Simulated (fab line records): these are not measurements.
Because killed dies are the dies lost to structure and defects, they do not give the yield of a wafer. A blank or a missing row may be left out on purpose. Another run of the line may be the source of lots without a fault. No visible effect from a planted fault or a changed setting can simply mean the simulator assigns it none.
What tool caused it? -- flow n5Finfet -- 21 wafers from 7 lots sampled at 2 of the route's 1938 steps

WHAT THE GAUGES SHOWED, per wafer
N5_BEOL_M4_OVL_MEAS_29.
lot,measured,on,V3_OVL (nm)
L178,day 8 19:20,overlay-02,-0.4 0.3 -0.1
L180,day 9 00:50,overlay-02,-0.1 -0.5 -0.3
L182,day 9 07:50,overlay-02,- - -
L189,day 11 07:20,overlay-01,-1.1 -0.8 -1.1
L190,day 11 19:38,overlay-01,-0.5 -0.2 -0.5
L192,day 12 01:05,overlay-02,-0.7 -1.1 -0.5
L197,day 13 15:56,overlay-01,-0.2 0.2 0.6

WHAT TOOL EACH LOT RAN ON (gives the tool, then ch and the chambers of the sampled wafers, and finally the start)
lot,N5_BEOL_M4_PEB_26
L178,"lithoTrack-04 ch 0, day 8 19:14"
L180,"lithoTrack-04 ch 0, day 9 00:44"
L182,"lithoTrack-03, day 9 07:44"
L189,"lithoTrack-03 ch 0, day 11 07:14"
L190,"lithoTrack-05 ch 0, day 11 19:32"
L192,"lithoTrack-03 ch 0, day 12 00:59"
L197,"lithoTrack-03 ch 0, day 13 15:50"
- N5_BEOL_M4_PEB_26: peb time 60 s.

THE ANSWER, worked out from the rows above alone
Rule: the lots themselves supply what counts as usual. Put in order of their means at a reading, lots are off if they are a third of the lots or fewer, leave a main group of 4 or more, and stand apart from it by a gap of 3 or more times the standard deviation of the main group's means; of several such gaps the widest counts. The tables above print the reading to a certain number of digits; a main group whose means all agree to those digits is not used. Also off: a lot with no number at a reading for which 4 or more lots have one. Where the step has rows for the other lots, those lots are counted as sound.
Off: at N5_BEOL_M4_OVL_MEAS_29 (V3_OVL), L182. Without a number there: L182. The main group: mean -0.4 nm, standard deviation 0.4.
A tool fits if, at a process step before that reading, it ran every lot that is off, and no sound lot after the first of them. The gauges at N5_BEOL_M4_OVL_MEAS_29 are tried like those tools. Of those tried, none fits.

WHAT THE SIMULATOR PUT IN
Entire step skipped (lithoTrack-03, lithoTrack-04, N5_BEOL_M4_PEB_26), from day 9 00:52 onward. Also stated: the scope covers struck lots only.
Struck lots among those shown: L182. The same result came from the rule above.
